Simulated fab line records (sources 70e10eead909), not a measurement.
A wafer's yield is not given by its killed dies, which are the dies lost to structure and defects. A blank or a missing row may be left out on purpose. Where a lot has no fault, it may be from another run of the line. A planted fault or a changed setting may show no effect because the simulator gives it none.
fab line records	flow nand_harc
[record] lots = 8	wafers = 24	last_day = 32
route steps=1302 shown A_CHANNEL_HOLE_D2@604 A_CHANNEL_FILL_D2@619 END@1301
lots with no fault: from the same line, run without faults
start_h: hours from the record's opening day to when the first of the lot's shown wafers began	wait_h: how many hours have passed since the lot's step before this one	" unchanged from the row above	L1.1+2: a row that stands for several wafers	- no value present, or no start provided	* or withheld: withheld	< > ~ a bound
route shown NAME@n: names a module that has steps shown in the file, with the first one's number in the route	usual: average and standard deviation across the fault-free wafers	same: alike in all rows	chamber/n: place in a boat	sites: each site's reading	_std_site: the standard deviation of these	_edge_site: outer sites' mean less inner sites'	radius_mm: how far each site lies from the wafer's centre	mask NAME#n: copy n	behind: the last tool/chamber to shape the wafer	hold: why the lot was held/for how many hours/how that ended	device: transistor that didn't switch, given as n, p or np	end of line: tests of these same wafers at the route's end	where a step has no rows: the recipe by itself	killed: not the wafer's yield, but the dies lost to structure and defects at the first sort	map: a wafer's dies, marking killed ones x, the rest . and places with no die _
set.NAME: the setting as run; set.NAME@STEP: as run at that earlier step	model.NAME: the simulator's own value behind a step, which no gauge read
route steps across a sampled set of lots; one table per step, one row per wafer
services: a tool's chamber out of use, with start hour (start_h, from the record's first day; less than 0 if before it), hours out, and reason
[[steps]]
[step NHARC_A_CHANNEL_HOLE_D2_STRIP_28]
[recipe] o2_flow_sccm = 500	ar_flow_sccm = 0	bias_w = 0	chemistry = O2
[usual] chamber_pressure_mTorr = 59.99/0.056	drypump_motor_current_A = 5.7/0.36	oes_product_au = 0.997/0.01	rf_vpp_V = 57.8/0.87	showerhead_plenum_p_Torr = 3.55/0.14	throttle_valve_pct = 17.037/0.009
lot.wafer	tool	chamber	start_h	wait_h	chamber_pressure_mTorr	drypump_motor_current_A	oes_product_au	rf_hours_counter_h	rf_vpp_V	showerhead_plenum_p_Torr	throttle_valve_pct
L461.2	rie_diel-01	1	-	-	60.01	5.7	1.010	5.4	57.2	3.56	17.043
L461.4	"	0	"	"	60.02	5.2	0.999	6.4	57.4	3.73	17.042
L461.6	"	1	"	"	59.98	5.7	1.002	-	58.7	3.56	17.039
L462.3	rie_diel-10	1	-	-	60.04	5.3	1.000	2.1	57.1	3.46	17.041
L462.2	"	3	"	"	60.05	6.0	0.997	2.3	58.4	3.70	17.049
L462.6	"	1	"	"	60.00	5.3	1.001	-	57.3	3.46	17.023
L473.3	rie_diel-01	3	-	-	60.03	6.2	0.994	2.1	56.9	3.39	17.044
L473.4	"	0	"	"	59.91	5.3	0.998	1.9	58.8	3.73	17.029
L473.1	"	1	"	"	59.97	5.8	1.000	2.1	57.5	3.55	17.024
L472.4	rie_diel-01	3	-	-	60.03	6.2	0.976	2.3	56.8	3.39	17.048
L472.5	"	3	"	"	60.08	6.2	0.994	-	57.1	3.39	17.026
L472.6	"	0	"	"	59.99	5.2	1.002	-	58.7	3.73	17.042
L478.1	rie_diel-05	2	-	-	59.97	6.1	0.993	4.9	57.8	3.76	17.049
L478.2	"	3	"	"	60.01	5.5	1.001	4.4	57.2	3.49	17.039
L478.4	"	1	"	"	59.99	6.6	0.981	5.0	56.8	3.60	17.037
L479.1	rie_diel-10	1	-	-	59.92	5.3	0.989	3.5	58.0	3.46	17.041
L479.3	"	2	"	"	60.07	5.5	1.006	3.7	56.7	3.70	17.029
L479.5	"	1	"	"	59.99	5.3	1.005	-	57.7	3.46	17.012
L481.2	rie_diel-05	3	-	-	59.96	5.6	1.001	6.1	57.2	3.49	17.043
L481.4	"	1	"	"	60.14	6.5	0.987	6.6	57.8	3.60	17.046
L481.5	"	0	"	"	59.94	5.5	1.015	-	58.1	3.46	17.021
L483.3	rie_diel-01	0	-	-	60.04	5.2	1.000	8.3	58.0	3.72	17.046
L483.2	"	1	"	"	59.95	5.8	1.002	7.4	58.1	3.55	17.038
L483.4	"	2	"	"	60.09	5.5	0.977	8.2	57.1	3.45	17.036
[step NHARC_A_CHANNEL_FILL_D2_ETCHBACK_19]
[recipe] target_depth_a = 50	time_s = 1.7	hbr_flow_sccm = 150	cl2_flow_sccm = 50	rf_w = 400	icp_w = 400	bias_w = 100	chemistry = HBr/Cl2
[usual] chamber_pressure_mTorr = 14.999/0.014	drypump_motor_current_A = 6.0/0.44	he_backside_leak_sccm = 2.7/0.31	oes_product_au = 1.000/0.0098	throttle_valve_pct = 26.405/0.0087
[same] time_s = 1.7
lot.wafer	tool	chamber	start_h	wait_h	chamber_pressure_mTorr	drypump_motor_current_A	he_backside_leak_sccm	oes_product_au	rf_hours_counter_h	throttle_valve_pct
L462.3	rie_si-06	0	340.78	0.4	15.011	6.6	2.3	1.006	0.7	26.395
L462.2	"	1	"	"	14.992	6.0	2.9	1.012	0.6	26.394
L462.6	"	1	"	"	14.985	6.0	2.9	1.015	-	26.394
L461.2	rie_si-02	1	340.78	0.4	14.994	6.5	2.7	0.988	0.3	26.399
L461.4	"	2	"	"	15.024	5.7	2.5	0.989	0.4	26.401
L461.6	"	2	"	"	14.994	5.7	2.6	0.984	-	26.411
L473.1	rie_si-02	3	445.87	0.4	14.996	6.2	2.2	0.990	1.0	26.404
L473.4	"	0	"	"	14.997	5.0	3.1	0.994	0.9	26.408
L473.3	"	1	"	"	15.003	6.5	2.5	1.018	1.0	26.420
L472.4	rie_si-06	2	445.90	0.4	15.016	5.7	3.2	1.005	0.0	26.407
L472.5	"	1	"	"	14.994	6.0	2.9	1.008	-	26.415
L472.6	"	2	"	"	14.978	5.7	3.3	1.008	-	26.386
L478.2	rie_si-06	0	513.26	0.4	14.973	6.6	2.4	1.005	0.5	26.394
L478.1	"	1	"	"	14.995	6.0	2.9	1.000	0.3	26.394
L478.4	"	2	"	"	14.993	5.7	3.1	0.990	0.5	26.411
L479.1	rie_si-01	3	517.82	0.4	15.001	6.5	2.7	0.995	1.0	26.395
L479.3	"	2	"	"	15.017	5.8	2.6	0.990	0.9	26.412
L479.5	"	0	"	"	15.019	6.4	2.8	1.002	-	26.395
L481.2	rie_si-01	2	538.44	0.4	15.022	5.9	2.8	0.996	1.0	26.406
L481.4	"	3	"	"	15.008	6.6	2.8	0.990	1.1	26.395
L481.5	"	2	"	"	15.005	5.8	2.8	0.993	-	26.395
L483.4	rie_si-02	1	545.08	0.4	15.001	6.5	2.5	1.007	0.3	26.420
L483.2	"	2	"	"	15.009	5.7	2.6	0.997	0.6	26.406
L483.3	"	3	"	"	14.997	6.2	2.5	1.008	0.6	26.402
[step NHARC_A_CHANNEL_FILL_D2_CVD_05]
[recipe] target_thk_a = 50	temp_c = 550	material = poly-Si
[usual] spike_tc_bottom_C = 571.3/1.6	spike_tc_centre_C = 551.4/1.1	spike_tc_lower_C = 551.2/1.3	spike_tc_top_C = 570/3.5	spike_tc_upper_C = 549.4/1.3	tube_center_temp_C = 550/0.053	zone_power_lower_pct = 6.73/0.077	zone_power_top_pct = 16.2/0.89
lot.wafer	tool	chamber	start_h	wait_h	spike_tc_bottom_C	spike_tc_centre_C	spike_tc_lower_C	spike_tc_top_C	spike_tc_upper_C	tube_center_temp_C	zone_power_lower_pct	zone_power_top_pct
L461.2	lpcvd_poly-01	0	343.47	2.3	571.7	550.5	551.9	571	549.3	550.09	6.68	15.6
L461.4	"	0	"	"	570.2	554.5	553.3	571	551.1	549.95	6.76	15.6
L461.6	"	0	"	"	570.8	551.2	551.1	572	551.2	550.08	6.75	15.9
L462.2	lpcvd_poly-01	0	343.47	2.3	569.5	552.1	549.3	574	549.0	550.01	6.58	16.0
L462.3	"	0	"	"	569.8	552.1	550.1	572	549.2	549.99	6.69	15.9
L462.6	"	0	"	"	569.1	551.3	551.6	573	549.9	550.05	6.65	15.8
L472.4	lpcvd_poly-01	0	448.55	2.3	601.6	582.8	583.8	604	581.3	582.35	7.43	16.9
L472.5	"	0	"	"	602.9	585.1	583.2	603	583.6	582.35	7.23	17.1
L472.6	"	0	"	"	601.6	582.8	585.7	602	583.7	582.38	7.25	17.1
L473.1	lpcvd_poly-01	0	448.55	2.3	602.9	584.4	584.5	604	583.8	582.34	7.25	17.0
L473.3	"	0	"	"	602.4	583.3	584.3	603	584.0	582.3	7.31	16.8
L473.4	"	0	"	"	601.4	583.6	584.3	604	582.2	582.35	7.29	17.1
L478.1	lpcvd_poly-04	0	516.04	2.4	570.7	550.7	550.5	564	548.5	550.03	6.69	15.1
L478.2	"	0	"	"	570.9	551.4	549.5	563	546.9	550.07	6.68	15.1
L478.4	"	0	"	"	569.5	547.9	551.1	563	548.4	549.97	6.71	14.7
L479.1	lpcvd_poly-04	0	520.59	2.4	570.8	551.6	548.1	565	547.9	550.09	6.70	15.1
L479.3	"	0	"	"	569.3	551.5	550.3	562	548.5	549.94	6.86	15.1
L479.5	"	0	"	"	570.8	549.6	550.7	564	549.0	549.99	6.80	15.2
L481.2	lpcvd_poly-02	0	541.20	2.4	572.7	551.4	553.5	570	548.1	550.02	6.75	17.4
L481.4	"	0	"	"	572.0	551.7	553.2	569	549.0	549.98	6.74	17.4
L481.5	"	0	"	"	573.2	552.4	550.7	568	548.4	550	6.79	17.1
L483.2	lpcvd_poly-02	0	547.69	2.2	573.7	551.9	550.6	570	549.5	549.96	6.80	17.5
L483.3	"	0	"	"	572.7	554.1	550.8	571	549.6	549.94	6.74	17.3
L483.4	"	0	"	"	573.1	551.8	553.4	569	548.8	550	6.75	17.2
[step NHARC_A_CHANNEL_FILL_D2_THK_MEAS_06]
[recipe] thk_meas_gauge = ellipsometry
[usual] thk_nm = 5.0/1
lot.wafer	tool	chamber	start_h	wait_h	thk_nm
L461.2	film_metro-02	-	352.77	0.4	5.8
L461.4	"	-	"	"	7.3
L461.6	"	-	"	"	6.1
L462.2	film_metro-01	-	352.77	0.4	5.1
L462.3	"	-	"	"	4.3
L462.6	"	-	"	"	5.2
L473.1	film_metro-01	-	458.25	0.4	10.8
L473.3	"	-	"	"	12.2
L473.4	"	-	"	"	12.3
L472.4	film_metro-02	-	458.25	0.4	12.3
L472.5	"	-	"	"	13.7
L472.6	"	-	"	"	11.5
L478.1	film_metro-02	-	525.27	0.4	5.9
L478.2	"	-	"	"	3.7
L478.4	"	-	"	"	4.6
L479.1	film_metro-02	-	529.47	0.4	4.6
L479.3	"	-	"	"	5.2
L479.5	"	-	"	"	5.5
L481.2	film_metro-02	-	550.71	0.4	5.9
L481.4	"	-	"	"	4.9
L481.5	"	-	"	"	5.1
L483.2	film_metro-02	-	556.53	0.4	6.4
L483.3	"	-	"	"	2.8
L483.4	"	-	"	"	4.0
[step NHARC_A_CHANNEL_FILL_D2_ALD_25]
[recipe] target_thk_a = 600	pulse_time_s = 10	ald_cycles = 600	temp_c = 300	material = SiOx
[usual] heater_power_w = 455/33	precursor_pulse_height_rel = 0.999/0.021
lot.wafer	tool	chamber	start_h	wait_h	heater_power_w	precursor_pulse_height_rel
L462.2	ald_hk-01	2	352.83	0.1	476	0.996
L462.3	"	3	"	"	456	0.993
L462.6	"	3	355.97	3.2	457	0.985
L461.4	ald_hk-04	1	352.83	0.1	420	1.001
L461.2	"	3	354.05	1.3	507	1.022
L461.6	"	2	355.88	3.1	452	1.020
L473.1	ald_hk-02	1	458.30	0.1	420	0.999
L473.3	"	2	"	"	426	1.019
L473.4	"	3	"	"	487	0.998
L472.4	ald_hk-04	2	458.93	0.7	457	1.027
L472.6	"	1	460.79	2.5	413	0.999
L472.5	"	2	"	"	445	0.984
L478.1	ald_hk-01	2	525.33	0.1	488	0.941
L478.4	"	0	526.56	1.3	458	1.018
L478.2	"	1	"	"	436	0.997
L479.1	ald_hk-04	0	531.09	1.6	406	1.007
L479.3	"	1	"	"	421	0.986
L479.5	"	0	533.59	4.1	411	0.984
L481.4	ald_hk-01	0	550.77	0.1	454	0.994
L481.2	"	1	"	"	431	1.000
L481.5	"	1	553.84	3.1	423	0.999
L483.3	ald_hk-02	2	556.60	0.1	415	1.002
L483.2	"	3	"	"	505	1.013
L483.4	"	1	558.43	1.9	429	0.962
[step NHARC_END_WLT_00]
[usual] VT_DECK1_BOTTOM = 0.872/0.0079	VT_DECK1_BOTTOM_INNER = 0.871/0.0077	VT_DECK1_MEDIAN_NEAR_BOTTOM = 0.873/0.0076	VT_DECK1_MEDIAN_NEAR_BOTTOM_INNER = 0.873/0.0073	VT_DECK1_MIDDLE = 0.885/0.0074	VT_DECK1_MIDDLE_INNER = 0.884/0.0074	VT_DECK1_TOP = 0.897/0.008	VT_DECK1_TOP_INNER = 0.896/0.0076	VT_DECK2_BOTTOM = 0.869/0.0069	VT_DECK2_BOTTOM_INNER = 0.869/0.0069	VT_DECK2_MEDIAN_NEAR_BOTTOM = 0.870/0.0077	VT_DECK2_MEDIAN_NEAR_BOTTOM_INNER = 0.871/0.0071	VT_DECK2_MIDDLE = 0.884/0.0071	VT_DECK2_MIDDLE_INNER = 0.884/0.007	VT_DECK2_TOP = 0.896/0.0072	VT_DECK2_TOP_INNER = 0.896/0.0068
lot.wafer	tool	chamber	start_h	wait_h	VT_DECK1_BOTTOM	VT_DECK1_BOTTOM_INNER	VT_DECK1_MEDIAN_NEAR_BOTTOM	VT_DECK1_MEDIAN_NEAR_BOTTOM_INNER	VT_DECK1_MIDDLE	VT_DECK1_MIDDLE_INNER	VT_DECK1_TOP	VT_DECK1_TOP_INNER	VT_DECK2_BOTTOM	VT_DECK2_BOTTOM_INNER	VT_DECK2_MEDIAN_NEAR_BOTTOM	VT_DECK2_MEDIAN_NEAR_BOTTOM_INNER	VT_DECK2_MIDDLE	VT_DECK2_MIDDLE_INNER	VT_DECK2_TOP	VT_DECK2_TOP_INNER
L462.2	prober-02	-	565.22	0.6	0.871	0.871	0.872	0.872	0.882	0.874	0.893	0.888	0.870	0.872	0.878	0.876	0.885	0.888	0.897	0.894
L462.3	"	-	"	"	0.868	0.866	0.866	0.861	0.876	0.891	0.883	0.886	0.856	0.861	0.870	0.866	0.884	0.885	0.898	0.891
L462.6	"	-	567.21	2.5	0.865	0.865	0.869	0.875	0.888	0.881	0.887	0.885	0.873	0.859	0.874	0.867	0.884	0.877	0.893	0.894
L461.2	prober-02	-	572.98	2.0	0.876	0.863	0.869	0.865	0.875	0.882	0.883	0.886	0.875	0.871	0.875	0.879	0.885	0.884	0.903	0.906
L461.4	"	-	"	"	0.860	0.864	0.862	0.864	0.883	0.871	0.882	0.883	0.870	0.873	0.864	0.879	0.883	0.886	0.898	0.890
L461.6	"	-	574.97	4.0	0.864	0.853	0.875	0.866	0.882	0.873	0.887	0.877	0.874	0.864	0.875	0.866	0.883	0.880	0.905	0.894
L472.4	prober-01	-	671.83	1.5	0.875	0.877	0.883	0.872	0.892	0.894	0.905	0.898	1.065	1.064	1.067	1.069	1.087	1.108	1.135	1.138
L472.5	"	-	"	"	0.874	0.878	0.879	0.878	0.893	0.883	0.900	0.903	1.071	1.073	1.075	1.089	1.103	1.104	1.126	1.122
L472.6	"	-	"	"	0.880	0.875	0.877	0.877	0.893	0.895	0.903	0.889	1.057	1.059	1.071	1.074	1.105	1.099	1.122	1.140
L473.1	prober-01	-	678.11	3.6	0.879	0.875	0.881	0.882	0.883	0.878	0.896	0.899	1.080	1.075	1.100	1.083	1.126	1.116	1.139	1.138
L473.3	"	-	679.12	4.6	0.888	0.880	0.885	0.876	0.892	0.896	0.903	0.898	1.085	1.084	1.066	1.077	1.108	1.119	1.133	1.141
L473.4	"	-	"	"	0.879	0.877	0.879	0.880	0.881	0.894	0.896	0.904	1.075	1.068	1.080	1.068	1.111	1.115	1.131	1.142
L479.1	prober-01	-	749.12	7.9	0.873	0.873	0.879	0.878	0.875	0.887	0.901	0.895	0.872	0.868	0.870	0.877	0.879	0.882	0.897	0.899
L479.3	"	-	750.12	8.9	0.877	0.868	0.865	0.865	0.888	0.892	0.899	0.905	0.871	0.871	0.877	0.880	0.886	0.887	0.891	0.902
L479.5	"	-	751.12	9.9	0.873	0.879	0.885	0.874	0.888	0.881	0.898	0.892	0.870	0.868	0.864	0.863	0.886	0.877	0.903	0.890
L478.1	prober-01	-	758.78	0.0	0.851	0.858	0.854	0.860	0.872	0.872	0.894	0.892	0.876	0.872	0.886	0.877	0.889	0.886	0.905	0.906
L478.2	"	-	"	"	0.857	0.858	0.866	0.853	0.870	0.870	0.898	0.890	0.876	0.874	0.886	0.881	0.887	0.895	0.901	0.904
L478.4	"	-	"	"	0.870	0.867	0.873	0.870	0.873	0.881	0.892	0.896	0.882	0.874	0.880	0.873	0.894	0.891	0.911	0.903
L481.2	prober-02	-	769.64	0.6	0.867	0.873	0.874	0.872	0.888	0.889	0.906	0.905	0.861	0.860	0.864	0.867	0.882	0.886	0.901	0.891
L481.4	"	-	770.65	1.6	0.888	0.892	0.889	0.875	0.897	0.894	0.913	0.895	0.868	0.875	0.873	0.867	0.888	0.879	0.898	0.895
L481.5	"	-	"	"	0.867	0.872	0.871	0.868	0.890	0.877	0.907	0.900	0.867	0.858	0.867	0.865	0.881	0.881	0.898	0.892
L483.2	prober-01	-	775.10	0.5	0.869	0.868	0.868	0.865	0.891	0.889	0.897	0.904	0.854	0.857	0.865	0.865	0.874	0.879	0.888	0.884
L483.3	"	-	"	"	0.876	0.872	0.875	0.868	0.885	0.881	0.897	0.903	0.856	0.854	0.853	0.860	0.873	0.873	0.889	0.882
L483.4	"	-	"	"	0.874	0.874	0.867	0.877	0.891	0.891	0.902	0.900	0.862	0.860	0.858	0.855	0.874	0.870	0.889	0.878
[step NHARC_END_SORT_01]
[recipe] temp_c = 25
[usual] killed_at_array = 55/23	killed_at_other = 1.0/1.2	killed_at_periphery = 3.2/2.7	killed_dies = 59/23	killed_open = 3.1/1.6	killed_short = 2.2/1.5
[same] gross_dies = 677
lot.wafer	tool	chamber	start_h	wait_h	killed_at_array	killed_at_other	killed_at_periphery	killed_dies	killed_open	killed_short
L462.2	prober-02	0	568.50	2.8	27	0	5	32	4	3
L462.3	prober-02	0	569.30	3.1	17	0	8	25	3	4
L462.6	prober-02	0	571.69	4.0	17	0	5	22	1	3
L472.4	prober-01	0	675.72	3.4	69	1	1	71	3	0
L472.5	prober-01	0	676.52	3.7	72	1	2	75	3	3
L472.6	prober-01	0	677.31	4.0	71	2	2	75	4	3
L473.1	prober-01	0	681.13	2.5	54	1	3	58	3	2
L473.3	prober-01	0	682.74	3.1	53	0	2	55	3	2
L473.4	prober-01	0	683.55	3.4	44	2	1	47	0	1
// killed by level:class
L462.2 A_CHANNEL_HOLE_D2:chamber_film_flake=7 A_STAIRCASE:chamber_film_flake=6 A_CHANNEL_HOLE_D1:chamber_film_flake=4 A_CONTACT:chamber_film_flake=3 P_CONTACT:geometric_particle:short=2 A_BLC:geometric_particle:open=2 A_DECK1_JOINT:chamber_film_flake=2 P_GATE:geometric_particle:open=1
L462.3 P_STI:chamber_film_flake=3 A_CONTACT:chamber_film_flake=3 P_GATE:chamber_film_flake=2 P_CONTACT:chamber_film_flake=2 A_CHANNEL_HOLE_D1:chamber_film_flake=2 A_CHANNEL_HOLE_D2:chamber_film_flake=2 A_BONDPAD:chamber_film_flake=2 P_M0:geometric_particle:short=1
L462.6 A_CHANNEL_HOLE_D2:chamber_film_flake=8 P_STI:chamber_film_flake=3 A_STAIRCASE:chamber_film_flake=2 A_CONTACT:chamber_film_flake=2 P_M0:geometric_particle:short=1 A_ONON_D1:geometric_particle:short=1 A_WL_FILL:geometric_particle:short=1 A_BLC:geometric_particle:open=1
L472.4 A_CHANNEL_HOLE_D1:chamber_film_flake=38 A_CHANNEL_HOLE_D2:chamber_film_flake=15 A_CHANNEL_FILL_D2:chamber_film_flake=4 A_CONTACT:chamber_film_flake=4 A_SLIT:chamber_film_flake=3 A_CHANNEL_HOLE_D1:geometric_particle:open=1 A_CHANNEL_FILL_D1:geometric_particle:open=1 A_DECK1_JOINT:geometric_particle:open=1
L472.5 A_CHANNEL_HOLE_D1:chamber_film_flake=32 A_CHANNEL_HOLE_D2:chamber_film_flake=22 A_STAIRCASE:chamber_film_flake=4 A_CONTACT:chamber_film_flake=3 A_ONON_D1:geometric_particle:short=2 A_DECK1_JOINT:chamber_film_flake=2 A_CHANNEL_FILL_D2:chamber_film_flake=2 P_GATE:geometric_particle:short=1
L472.6 A_CHANNEL_HOLE_D1:chamber_film_flake=27 A_CHANNEL_HOLE_D2:chamber_film_flake=24 A_CONTACT:chamber_film_flake=6 A_STAIRCASE:chamber_film_flake=5 A_CHANNEL_FILL_D2:geometric_particle:short=2 A_SLIT:chamber_film_flake=2 P_BONDPAD:geometric_particle:open=1 A_ONON_D2:geometric_particle:open=1
L473.1 A_SLIT:chamber_film_flake=31 A_CHANNEL_HOLE_D1:chamber_film_flake=10 A_STAIRCASE:chamber_film_flake=4 A_CONTACT:chamber_film_flake=4 P_M0:geometric_particle:open=1 A_DECK1_JOINT:geometric_particle:short=1 A_ONON_D2:geometric_particle:short=1 A_WL_FILL:geometric_particle:open=1
L473.3 A_SLIT:chamber_film_flake=32 A_STAIRCASE:chamber_film_flake=6 A_CONTACT:chamber_film_flake=6 A_CHANNEL_HOLE_D1:chamber_film_flake=5 P_GATE:geometric_particle:short=1 P_M2:geometric_particle:open=1 A_DECK1_JOINT:geometric_particle:short=1 A_CHANNEL_FILL_D2:geometric_particle:open=1
L473.4 A_SLIT:chamber_film_flake=24 A_CHANNEL_HOLE_D1:chamber_film_flake=10 A_CONTACT:chamber_film_flake=4 A_CHANNEL_FILL_D1:chamber_film_flake=2 A_STAIRCASE:chamber_film_flake=2 A_WL_FILL:geometric_particle:short=1 P_CONTACT:chamber_film_flake=1 A_CHANNEL_HOLE_D2:chamber_film_flake=1
[[services]]
tool	chamber	start_h	hours	kind
rie_si-06	2	292.97	5.1	repair
ald_hk-01	-	296.00	10.0	pm
rie_diel-05	2	309.38	6.5	repair
rie_diel-01	3	319.09	25.3	repair
rie_diel-01	1	320.48	6.3	repair
rie_diel-10	1	327.78	4.2	repair
rie_si-06	1	372.00	2.2	repair
rie_diel-01	2	375.48	1.9	repair
rie_diel-01	2	380.91	2.3	repair
rie_diel-01	-	380.91	9.0	pm
rie_si-06	0	411.53	8.0	repair
rie_si-06	-	426.00	9.0	pm
rie_diel-01	0	430.54	1.4	repair
rie_si-02	-	454.00	9.0	pm
ald_hk-01	-	474.00	10.0	pm
rie_si-06	1	478.68	14.9	repair
rie_diel-01	3	487.43	14.9	repair
rie_diel-01	1	496.64	11.3	repair
rie_si-02	1	508.90	35.4	repair
rie_diel-01	1	524.87	9.0	repair
rie_si-02	3	525.21	2.5	repair
rie_si-06	2	552.06	16.3	repair
rie_si-06	-	552.61	5.2	repair
rie_diel-01	-	557.91	9.0	pm
[[key]]
[first_sign] step = NHARC_A_CHANNEL_FILL_D2_CVD_05	reading = tube_center_temp_C	direction = up	sigmas = 99+	usual = *	struck = *
[effect] step = NHARC_A_CHANNEL_FILL_D2_CVD_05	reading = spike_tc_centre_C	direction = up	sigmas = 30	usual = 551.4	struck = 583.7
[effect] step = NHARC_A_CHANNEL_FILL_D2_THK_MEAS_06	reading = thk_nm	direction = up	sigmas = 7.1	usual = 5.0	struck = 12.1
[effect] step = NHARC_END_WLT_00	reading = VT_DECK2_TOP_INNER	direction = up	sigmas = 35	usual = 0.896	struck = 1.137
met_at NHARC_A_CHANNEL_FILL_D2_CVD_05
struck_lots L472,L473
tester_left_out L472,L473
not_acting_at NHARC_A_CHANNEL_HOLE_D2_STRIP_28,NHARC_A_CHANNEL_FILL_D2_ETCHBACK_19,NHARC_A_CHANNEL_FILL_D2_ALD_25
onset_between 343.47 448.55
[fault] kind = process_parameter_drift	tool = lpcvd_poly-01	chamber = -	onset_h = 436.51	steps = NHARC_A_CHANNEL_FILL_D2_CVD_05	channel = temp_c	offset = *	shape = step	end_h = 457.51	acts_in = *	stated = *
// tester_left_out: of these lots the tester's yield and bins aren't shown, on N5 and GAA mostly nor the transistor test; their killed dies are dies lost to structure and defects alone, not to doping, threshold or leakage, so they don't give the yield
